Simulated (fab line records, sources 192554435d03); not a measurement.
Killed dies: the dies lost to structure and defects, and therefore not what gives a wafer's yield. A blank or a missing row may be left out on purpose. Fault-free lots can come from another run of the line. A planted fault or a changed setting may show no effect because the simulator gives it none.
fab line records	flow n5Finfet
record lots=24	wafers=72	lastDay=17
route steps=1938 shown BEOL_M8@1392 BEOL_M9@1402
lots that met no fault: taken from a fault-free run of the same line
startH: hours from the record's first day to the start of the lot's first wafer shown	waitH: hours from the lot's prior step to this one	" identical to the entry in the row above	L1.1+2: a single row standing in for several wafers	- either no value or no given start	* or withheld: withheld	< > ~ a bound
route shown NAME@n: NAME is a module with steps in the file, n the number in the route of the first one	usual: mean and standard deviation over wafers with no fault	same: alike in all rows	chamber/n: place in a boat	sites: readings site by site	_std_site: how widely they spread, as a standard deviation	_edge_site: mean of outer sites minus mean of inner sites	radiusMm: for every site, how far away it sits from the centre of the wafer	mask NAME#n: copy n	behind: the last tool/chamber to shape the wafer	hold: the reason the lot was held/the length of the hold in hours/how it ended	device: which transistor (n, p or np) failed to switch	end of line: the tests these same wafers got at the end of their route	a step given without rows: its recipe and nothing more	killed: dies that structure and defects cost at the first sort, which is not the same as the wafer's yield	map: a wafer's dies, x killed, . not, _ none there
set.NAME: setting as actually run; set.NAME@STEP: the setting as run at that earlier step	model.NAME: the simulator's own value behind a step, which no gauge read
steps of the route over a sample of lots; a table a step, a row a wafer
services: a tool's chamber out of use, with start hour (startH, from the record's first day; less than 0 if before it), hours out, and reason
## steps
# step N5_BEOL_M8_SPUTTER_48
# recipe material=Cu	targetThkA=100	tempC=-20	biasV=60	powerW=26000	chamberPressurePa=0.13	timeS=1.667
# usual chamberPressurePa=0.13/0.00029	chuckSensorTempC=-15.8/0.48	throttleValvePct=30.1/0.89
lot.wafer	tool	chamber	startH	waitH	chamberPressurePa	chuckSensorTempC	throttleValvePct
L075.2	pvdSputter-01	-	205.11	0.4	0.12979	-15.6	31.1
L075.3	"	-	"	"	0.13023	-16.0	29.6
L075.6	"	-	"	"	0.1302	-16.1	29.6
L074.1	pvdSputter-03	-	214.36	0.2	0.12973	-16.1	30.0
L074.2	"	-	"	"	0.12986	-16.5	30.4
L074.6	"	-	"	"	0.12974	-16.1	30.1
L076.1	pvdSputter-01	-	216.01	0.3	0.13033	-16.1	31.9
L076.3	"	-	"	"	0.12964	-15.8	31.0
L076.4	"	-	"	"	0.13021	-15.8	29.7
L077.2	pvdSputter-02	-	229.79	0.1	0.12964	-15.8	29.3
L077.3	"	-	"	"	0.13012	-15.4	29.8
L077.6	"	-	"	"	0.12973	-16.2	28.9
L078.1	pvdSputter-02	-	235.46	0.1	0.13003	-15.4	29.6
L078.2	"	-	"	"	0.12999	-15.1	30.0
L078.5	"	-	"	"	0.13003	-16.3	29.4
L080.1	pvdSputter-01	-	242.25	0.1	0.13004	-15.9	31.1
L080.2	"	-	"	"	0.13073	-15.8	29.6
L080.6	"	-	"	"	0.13	-16.3	31.6
L079.1	pvdSputter-03	-	244.17	0.2	0.13054	-16.0	29.9
L079.5	"	-	"	"	0.13028	-15.4	31.7
L079.6	"	-	"	"	0.12999	-16.5	30.1
L081.3	pvdSputter-03	-	249.96	0.1	0.13027	-15.4	29.3
L081.4	"	-	"	"	0.12952	-15.5	31.9
L081.5	"	-	"	"	0.12985	-16.4	30.1
L082.1	pvdSputter-01	-	262.72	0.1	0.13032	-16.2	31.8
L082.3	"	-	"	"	0.13001	-16.0	29.6
L082.4	"	-	"	"	0.12973	-15.7	31.1
L083.4	pvdSputter-01	-	271.78	0.1	0.13004	-16.0	31.9
L083.5	"	-	"	"	0.12972	-16.0	29.3
L083.6	"	-	"	"	0.13	-16.1	31.9
L085.1	pvdSputter-03	-	272.80	0.1	0.13037	-15.6	29.2
L085.3	"	-	"	"	0.13025	-16.4	30.0
L085.6	"	-	"	"	0.1305	-15.5	29.2
L084.2	pvdSputter-02	-	273.19	0.1	0.12962	-15.1	30.3
L084.4	"	-	"	"	0.1303	-16.3	29.0
L084.5	"	-	"	"	0.1302	-16.3	28.9
L086.2	pvdSputter-02	-	273.27	0.1	0.13004	-15.3	29.8
L086.4	"	-	"	"	0.12957	-16.3	29.0
L086.6	"	-	"	"	0.1299	-16.1	29.5
L087.1	pvdSputter-02	-	276.79	0.1	0.13052	-16.4	29.0
L087.3	"	-	"	"	0.13026	-15.3	29.5
L087.6	"	-	"	"	0.12959	-15.9	29.2
L088.1	pvdSputter-02	-	282.37	0.2	0.13006	-15.4	29.7
L088.5	"	-	"	"	0.1303	-15.3	29.4
L088.6	"	-	"	"	0.13006	-15.2	30.3
L091.1	pvdSputter-02	-	310.80	0.2	0.12986	-15.5	29.4
L091.2	"	-	"	"	0.12983	-15.3	30.3
L091.4	"	-	"	"	0.12947	-16.5	29.1
L089.3	pvdSputter-03	-	315.68	1.8	0.13005	-16.5	30.1
L089.4	"	-	"	"	0.13013	-15.5	32.0
L089.5	"	-	"	"	0.12975	-15.5	31.4
L090.2	pvdSputter-03	-	315.76	1.8	0.13007	-16.3	30.2
L090.5	"	-	"	"	0.12973	-15.8	29.4
L090.6	"	-	"	"	0.13003	-16.7	30.3
L093.3	pvdSputter-02	-	318.21	0.1	0.12987	-16.4	28.7
L093.4	"	-	"	"	0.13002	-15.1	30.2
L093.5	"	-	"	"	0.12979	-15.6	29.5
L092.2	pvdSputter-03	-	321.24	0.1	0.13024	-15.6	29.7
L092.3	"	-	"	"	0.13002	-16.0	30.2
L092.4	"	-	"	"	0.12993	-16.5	30.4
L094.2	pvdSputter-02	-	337.10	0.2	0.13039	-15.3	29.7
L094.3	"	-	"	"	0.12999	-15.2	30.1
L094.5	"	-	"	"	0.13014	-15.3	29.5
L095.4	pvdSputter-02	-	339.66	0.1	0.12995	-15.1	30.4
L095.5	"	-	"	"	0.13035	-15.4	29.7
L095.6	"	-	"	"	0.13005	-16.3	29.0
L096.2	pvdSputter-01	-	345.21	0.1	0.12982	-15.7	31.0
L096.3	"	-	"	"	0.12967	-14.9	30.5
L096.6	"	-	"	"	0.1303	-15.9	29.6
L097.1	pvdSputter-03	-	347.49	0.3	0.13038	-15.4	31.6
L097.3	"	-	"	"	0.13034	-15.5	29.1
L097.4	"	-	"	"	0.12982	-16.3	30.1
# step N5_BEOL_M9_CURE_71
# recipe tempC=385	timeS=240	ambient=He/Ar	material=SiCOH_lowk
# usual lampPowerPct=52.31/0.057	wafer_temp_C_max=386.6/0.55
lot.wafer	tool	chamber	startH	waitH	lampPowerPct	wafer_temp_C_max
L075.2	uvCure-03	2	206.56	0.1	52.37	387.6
L075.3	"	2	"	"	52.33	387.9
L075.6	"	2	"	"	52.32	388.3
L074.1	uvCure-03	0	215.49	0.0	52.29	386.2
L074.2	"	0	"	"	52.33	386.4
L074.6	"	0	"	"	52.25	386.8
L076.1	uvCure-02	1	217.09	0.0	52.36	386.8
L076.3	"	1	"	"	52.36	386.3
L076.4	"	1	"	"	52.35	387.1
L077.2	uvCure-03	0	230.94	0.1	52.35	386.6
L077.3	"	0	"	"	52.44	386.4
L077.6	"	0	"	"	52.29	386.2
L078.1	uvCure-03	1	236.90	0.0	52.29	386.6
L078.2	"	1	"	"	52.29	386.3
L078.5	"	1	"	"	52.28	386.2
L080.1	uvCure-03	0	243.36	0.0	52.33	386.6
L080.2	"	0	"	"	52.31	386.3
L080.6	"	0	"	"	52.35	386.5
L079.1	uvCure-03	1	245.27	0.0	52.31	386.6
L079.5	"	1	"	"	52.30	386.9
L079.6	"	1	"	"	52.36	386.9
L081.3	uvCure-03	1	251.27	0.2	52.23	386.4
L081.4	"	1	"	"	52.35	387.1
L081.5	"	1	"	"	52.31	386.3
L082.1	uvCure-03	0	264.10	0.0	52.31	386.7
L082.3	"	0	"	"	52.35	386.5
L082.4	"	0	"	"	52.31	387.0
L083.4	uvCure-01	2	273.09	0.3	52.31	386.6
L083.5	"	2	"	"	52.30	386.9
L083.6	"	2	"	"	52.37	386.4
L085.1	uvCure-02	1	274.04	0.0	52.36	386.9
L085.3	"	1	"	"	52.36	386.3
L085.6	"	1	"	"	52.38	386.6
L084.2	uvCure-01	0	274.42	0.1	52.30	387.7
L084.4	"	0	"	"	52.35	388.2
L084.5	"	0	"	"	52.37	386.8
L086.2	uvCure-02	2	274.60	0.2	52.21	386.6
L086.4	"	2	"	"	52.27	386.6
L086.6	"	2	"	"	52.26	386.5
L087.1	uvCure-02	0	277.89	0.0	52.27	386.1
L087.3	"	0	"	"	52.25	385.6
L087.6	"	0	"	"	52.29	385.9
L088.1	uvCure-03	2	283.45	0.0	52.36	387.2
L088.5	"	2	"	"	52.38	387.7
L088.6	"	2	"	"	52.35	387.2
L091.1	uvCure-02	0	312.52	0.1	52.26	385.9
L091.2	"	0	"	"	52.21	385.3
L091.4	"	0	"	"	52.27	386.1
L089.3	uvCure-01	1	316.92	0.2	52.38	386.6
L089.4	"	1	"	"	52.29	386.8
L089.5	"	1	"	"	52.34	386.0
L090.2	uvCure-03	0	317.27	0.4	52.32	386.4
L090.5	"	0	"	"	52.31	386.6
L090.6	"	0	"	"	52.29	386.8
L093.3	uvCure-03	0	320.26	0.4	52.37	387.1
L093.4	"	0	"	"	52.33	386.6
L093.5	"	0	"	"	52.27	386.7
L092.2	uvCure-02	0	322.40	0.1	52.20	386.0
L092.3	"	0	"	"	52.32	385.7
L092.4	"	0	"	"	52.28	385.6
L094.2	uvCure-03	1	338.34	0.1	52.28	386.4
L094.3	"	1	"	"	52.22	386.3
L094.5	"	1	"	"	52.31	386.4
L095.4	uvCure-01	2	341.28	0.3	52.34	386.1
L095.5	"	2	"	"	52.31	386.6
L095.6	"	2	"	"	52.21	386.5
L096.2	uvCure-02	2	346.36	0.1	52.28	386.7
L096.3	"	2	"	"	52.32	386.5
L096.6	"	2	"	"	52.33	386.4
L097.1	uvCure-02	1	348.58	0.1	52.21	386.3
L097.3	"	1	"	"	52.32	386.8
L097.4	"	1	"	"	52.37	387.4
# step N5_BEOL_M9_THK_MEAS_01
# recipe reads=SiCOH_lowk_of_BEOL_M9_ILD_DEP_00
# usual M9_ILD_THK=267/3.4
lot.wafer	tool	chamber	startH	waitH	M9_ILD_THK[nm]
L075.2	filmMetro-02	-	207.00	0.4	264
L075.3	"	-	"	"	261
L075.6	"	-	"	"	268
L074.1	filmMetro-01	-	216.00	0.4	267
L074.2	"	-	"	"	266
L074.6	"	-	"	"	269
L076.1	filmMetro-01	-	217.60	0.4	267
L076.3	"	-	"	"	262
L076.4	"	-	"	"	266
L077.2	filmMetro-01	-	231.38	0.4	263
L077.3	"	-	"	"	262
L077.6	"	-	"	"	266
L078.1	filmMetro-01	-	237.41	0.4	266
L078.2	"	-	"	"	264
L078.5	"	-	"	"	269
L080.1	filmMetro-02	-	243.88	0.4	260
L080.2	"	-	"	"	264
L080.6	"	-	"	"	268
L079.1	filmMetro-02	-	245.79	0.4	265
L079.5	"	-	"	"	272
L079.6	"	-	"	"	271
L081.3	filmMetro-02	-	251.62	0.3	266
L081.4	"	-	"	"	269
L081.5	"	-	"	"	265
L082.1	filmMetro-02	-	264.62	0.4	264
L082.3	"	-	"	"	265
L082.4	"	-	"	"	272
L083.4	filmMetro-02	-	273.37	0.2	272
L083.5	"	-	"	"	270
L083.6	"	-	"	"	271
L085.1	filmMetro-01	-	274.55	0.4	262
L085.3	"	-	"	"	261
L085.6	"	-	"	"	266
L084.2	filmMetro-02	-	274.85	0.4	268
L084.4	"	-	"	"	273
L084.5	"	-	"	"	275
L086.2	filmMetro-01	-	275.03	0.4	268
L086.4	"	-	"	"	271
L086.6	"	-	"	"	269
L087.1	filmMetro-01	-	278.41	0.4	266
L087.3	"	-	"	"	265
L087.6	"	-	"	"	269
L088.1	filmMetro-02	-	283.96	0.4	264
L088.5	"	-	"	"	271
L088.6	"	-	"	"	267
L091.1	filmMetro-02	-	313.04	0.4	264
L091.2	"	-	"	"	262
L091.4	"	-	"	"	268
L089.3	filmMetro-02	-	317.27	0.3	266
L089.4	"	-	"	"	271
L089.5	"	-	"	"	269
L090.2	filmMetro-01	-	317.71	0.4	269
L090.5	"	-	"	"	276
L090.6	"	-	"	"	274
L093.3	filmMetro-02	-	320.61	0.3	265
L093.4	"	-	"	"	270
L093.5	"	-	"	"	269
L092.2	filmMetro-02	-	322.83	0.4	266
L092.3	"	-	"	"	262
L092.4	"	-	"	"	271
L094.2	filmMetro-02	-	338.77	0.4	266
L094.3	"	-	"	"	263
L094.5	"	-	"	"	271
L095.4	filmMetro-02	-	341.57	0.2	269
L095.5	"	-	"	"	267
L095.6	"	-	"	"	271
L096.2	filmMetro-01	-	346.80	0.4	263
L096.3	"	-	"	"	262
L096.6	"	-	"	"	265
L097.1	filmMetro-01	-	349.10	0.4	262
L097.3	"	-	"	"	266
L097.4	"	-	"	"	268
# step N5_BEOL_M9_CURE_72
# recipe tempC=370	timeS=120	ambient=DMADMS/He	material=SiCOH_lowk
# usual lampPowerPct=52.31/0.058	wafer_temp_C_max=371.7/0.51
lot.wafer	tool	chamber	startH	waitH	lampPowerPct	wafer_temp_C_max
L075.2	uvCure-02	2	210.48	0.1	52.27	371.3
L075.3	"	2	"	"	52.21	371.9
L075.6	"	2	"	"	52.33	371.8
L074.1	uvCure-02	2	221.80	0.0	52.34	371.9
L074.2	"	2	"	"	52.31	371.0
L074.6	"	2	"	"	52.40	371.8
L076.1	uvCure-03	1	222.10	0.3	52.30	371.7
L076.3	"	1	"	"	52.28	372.1
L076.4	"	1	"	"	52.27	371.9
L077.2	uvCure-02	0	238.22	0.1	52.32	371.0
L077.3	"	0	"	"	52.30	371.1
L077.6	"	0	"	"	52.30	370.9
L078.1	uvCure-01	0	241.31	0.1	52.37	371.4
L078.2	"	0	"	"	52.26	371.8
L078.5	"	0	"	"	52.27	373.1
L080.1	uvCure-01	1	246.93	0.0	52.30	371.0
L080.2	"	1	"	"	52.26	371.2
L080.6	"	1	"	"	52.32	370.8
L079.1	uvCure-01	2	251.46	0.1	52.38	372.1
L079.5	"	2	"	"	52.28	372.1
L079.6	"	2	"	"	52.33	371.4
L081.3	uvCure-03	1	255.72	0.2	52.32	371.4
L081.4	"	1	"	"	52.31	371.1
L081.5	"	1	"	"	52.29	371.8
L082.1	uvCure-02	2	267.48	0.0	52.23	371.5
L082.3	"	2	"	"	52.41	371.6
L082.4	"	2	"	"	52.35	371.5
L085.1	uvCure-02	1	279.65	0.0	52.40	371.9
L085.3	"	1	"	"	52.31	371.4
L085.6	"	1	"	"	52.32	371.7
L083.4	uvCure-03	1	279.76	0.2	52.32	371.4
L083.5	"	1	"	"	52.28	371.6
L083.6	"	1	"	"	52.29	371.8
L084.2	uvCure-01	1	280.09	0.1	52.42	371.4
L084.4	"	1	"	"	52.30	371.3
L084.5	"	1	"	"	52.28	371.5
L086.2	uvCure-03	2	280.13	0.1	52.41	372.6
L086.4	"	2	"	"	52.38	372.6
L086.6	"	2	"	"	52.37	372.5
L087.1	uvCure-01	1	283.82	0.2	52.26	371.8
L087.3	"	1	"	"	52.36	371.4
L087.6	"	1	"	"	52.30	371.5
L088.1	uvCure-03	2	292.28	0.0	52.30	371.9
L088.5	"	2	"	"	52.32	372.5
L088.6	"	2	"	"	52.30	372.5
L091.1	uvCure-02	1	316.57	0.0	52.43	372.5
L091.2	"	1	"	"	52.27	371.5
L091.4	"	1	"	"	52.34	372.4
L089.3	uvCure-01	1	321.12	0.1	52.31	370.9
L089.4	"	1	"	"	52.36	371.1
L089.5	"	1	"	"	52.21	371.1
L090.2	uvCure-03	2	321.34	0.1	52.31	371.7
L090.5	"	2	"	"	52.38	372.3
L090.6	"	2	"	"	52.32	372.5
L093.3	uvCure-02	2	325.09	0.1	52.17	371.6
L093.4	"	2	"	"	52.27	371.2
L093.5	"	2	"	"	52.34	371.6
L092.2	uvCure-02	1	327.54	0.2	52.33	372.2
L092.3	"	1	"	"	52.32	371.7
L092.4	"	1	"	"	52.35	371.8
L095.4	uvCure-03	0	345.33	0.2	52.33	372.0
L095.5	"	0	"	"	52.31	371.8
L095.6	"	0	"	"	52.28	372.0
L094.2	uvCure-01	1	345.99	0.3	52.40	371.0
L094.3	"	1	"	"	52.17	371.3
L094.5	"	1	"	"	52.40	371.6
L096.2	uvCure-02	1	351.31	0.2	52.20	371.4
L096.3	"	1	"	"	52.31	371.6
L096.6	"	1	"	"	52.34	371.6
L097.1	uvCure-02	2	353.59	0.0	52.23	371.3
L097.3	"	2	"	"	52.33	371.2
L097.4	"	2	"	"	52.39	371.7
# step N5_BEOL_M9_ANNEAL_51
# recipe tempC=225	timeS=90	ambient=N2
# usual wafer_temp_C_max=225.84/0.26
lot.wafer	tool	chamber	startH	waitH	wafer_temp_C_max
L075.2	rtpAnneal-01	0	213.93	0.1	226.30
L075.3	"	0	"	"	225.88
L075.6	"	0	"	"	226.32
L074.1	rtpAnneal-01	0	223.82	0.2	225.84
L074.2	"	0	"	"	225.81
L074.6	"	0	"	"	225.59
L076.1	rtpAnneal-02	0	224.25	0.1	225.56
L076.3	"	0	"	"	225.65
L076.4	"	0	"	"	225.77
L077.2	rtpAnneal-02	0	241.04	0.1	225.77
L077.3	"	0	"	"	225.91
L077.6	"	0	"	"	225.81
L078.1	rtpAnneal-01	0	242.77	0.2	225.58
L078.2	"	0	"	"	226.17
L078.5	"	0	"	"	225.81
L080.1	rtpAnneal-01	0	250.11	0.1	226.05
L080.2	"	0	"	"	225.85
L080.6	"	0	"	"	226.41
L079.1	rtpAnneal-02	0	254.27	0.9	225.75
L079.5	"	0	"	"	225.89
L079.6	"	0	"	"	225.90
L081.3	rtpAnneal-02	0	257.02	0.1	225.46
L081.4	"	0	"	"	225.38
L081.5	"	0	"	"	226.13
L082.1	rtpAnneal-01	0	269.08	0.1	225.96
L082.3	"	0	"	"	226.17
L082.4	"	0	"	"	225.73
L083.4	rtpAnneal-02	0	280.99	0.2	225.61
L083.5	"	0	"	"	225.59
L083.6	"	0	"	"	225.71
L085.1	rtpAnneal-01	0	281.05	0.3	225.79
L085.3	"	0	"	"	225.99
L085.6	"	0	"	"	225.73
L084.2	rtpAnneal-01	0	281.43	0.1	226.30
L084.4	"	0	"	"	225.67
L084.5	"	0	"	"	225.91
L086.2	rtpAnneal-02	0	281.99	0.1	225.83
L086.4	"	0	"	"	225.88
L086.6	"	0	"	"	225.54
L087.1	rtpAnneal-02	0	288.87	0.1	225.95
L087.3	"	0	"	"	225.79
L087.6	"	0	"	"	225.88
L088.1	rtpAnneal-01	0	294.13	0.1	225.53
L088.5	"	0	"	"	225.74
L088.6	"	0	"	"	225.72
L091.1	rtpAnneal-02	0	318.75	0.5	225.91
L091.2	"	0	"	"	225.82
L091.4	"	0	"	"	225.99
L089.3	rtpAnneal-01	0	323.17	0.3	225.98
L089.4	"	0	"	"	225.91
L089.5	"	0	"	"	225.54
L090.2	rtpAnneal-02	0	323.21	0.3	225.80
L090.5	"	0	"	"	225.83
L090.6	"	0	"	"	225.62
L093.3	rtpAnneal-02	0	326.61	0.3	225.73
L093.4	"	0	"	"	225.95
L093.5	"	0	"	"	225.69
L092.2	rtpAnneal-01	0	329.24	0.1	226.76
L092.3	"	0	"	"	226.17
L092.4	"	0	"	"	226.07
L095.4	rtpAnneal-02	0	347.37	0.2	225.66
L095.5	"	0	"	"	226.07
L095.6	"	0	"	"	225.71
L094.2	rtpAnneal-01	0	348.63	0.7	226.06
L094.3	"	0	"	"	226.09
L094.5	"	0	"	"	225.75
L096.2	rtpAnneal-01	0	353.98	0.1	225.74
L096.3	"	0	"	"	225.78
L096.6	"	0	"	"	225.55
L097.1	rtpAnneal-01	0	356.52	0.9	225.81
L097.3	"	0	"	"	226.17
L097.4	"	0	"	"	226.10
# step N5_BEOL_M9_THK_MEAS_53
# recipe thkMeasGauge=xrf	reads=Cu_of_BEOL_M9_ECD_50
# usual M9_THK=145/3.3
lot.wafer	tool	chamber	startH	waitH	M9_THK[nm]
L075.2	filmMetro-01	-	214.48	-	145
L075.3	"	-	"	"	147
L075.6	"	-	"	"	147
L074.1	filmMetro-01	-	224.42	-	145
L074.2	"	-	"	"	147
L074.6	"	-	"	"	146
L076.1	filmMetro-02	-	224.91	-	145
L076.3	"	-	"	"	143
L076.4	"	-	"	"	142
L077.2	filmMetro-01	-	241.59	-	143
L077.3	"	-	"	"	143
L077.6	"	-	"	"	146
L078.1	filmMetro-01	-	243.36	-	139
L078.2	"	-	"	"	147
L078.5	"	-	"	"	140
L080.1	filmMetro-01	-	250.70	-	143
L080.2	"	-	"	"	146
L080.6	"	-	"	"	144
L079.1	filmMetro-02	-	254.86	-	141
L079.5	"	-	"	"	148
L079.6	"	-	"	"	144
L081.3	filmMetro-01	-	257.52	-	142
L081.4	"	-	"	"	140
L081.5	"	-	"	"	139
L082.1	filmMetro-02	-	269.67	-	144
L082.3	"	-	"	"	145
L082.4	"	-	"	"	151
L083.4	filmMetro-02	-	281.45	-	145
L083.5	"	-	"	"	143
L083.6	"	-	"	"	152
L085.1	filmMetro-02	-	281.64	-	144
L085.3	"	-	"	"	144
L085.6	"	-	"	"	143
L084.2	filmMetro-01	-	281.99	-	150
L084.4	"	-	"	"	152
L084.5	"	-	"	"	152
L086.2	filmMetro-02	-	282.55	-	142
L086.4	"	-	"	"	144
L086.6	"	-	"	"	147
L087.1	filmMetro-02	-	289.46	-	144
L087.3	"	-	"	"	146
L087.6	"	-	"	"	153
L088.1	filmMetro-02	-	294.72	-	152
L088.5	"	-	"	"	145
L088.6	"	-	"	"	146
L091.1	filmMetro-01	-	319.34	-	144
L091.2	"	-	"	"	140
L091.4	"	-	"	"	139
L089.3	filmMetro-02	-	323.67	-	146
L089.4	"	-	"	"	150
L089.5	"	-	"	"	149
L090.2	filmMetro-01	-	323.76	-	148
L090.5	"	-	"	"	144
L090.6	"	-	"	"	143
L093.3	filmMetro-02	-	327.11	-	147
L093.4	"	-	"	"	144
L093.5	"	-	"	"	149
L092.2	filmMetro-02	-	329.80	-	146
L092.3	"	-	"	"	143
L092.4	"	-	"	"	145
L095.4	filmMetro-02	-	347.83	-	141
L095.5	"	-	"	"	147
L095.6	"	-	"	"	144
L094.2	filmMetro-02	-	349.18	-	148
L094.3	"	-	"	"	146
L094.5	"	-	"	"	147
L096.2	filmMetro-01	-	354.52	-	140
L096.3	"	-	"	"	149
L096.6	"	-	"	"	148
L097.1	filmMetro-01	-	357.12	-	144
L097.3	"	-	"	"	139
L097.4	"	-	"	"	145
## services
tool	chamber	startH	hours	kind
uvCure-03	-	216.83	1.0	pm
uvCure-02	-	232.01	1.0	pm
rtpAnneal-02	-	236.21	4.7	pm
uvCure-02	-	238.47	9.2	pm
pvdSputter-01	-	265.60	4.9	repair
uvCure-02	-	281.48	2.8	pm
uvCure-01	-	295.04	3.0	repair
pvdSputter-02	-	306.05	1.9	repair
uvCure-03	-	345.58	7.6	repair
pvdSputter-03	-	352.94	1.0	repair
## key
fault none
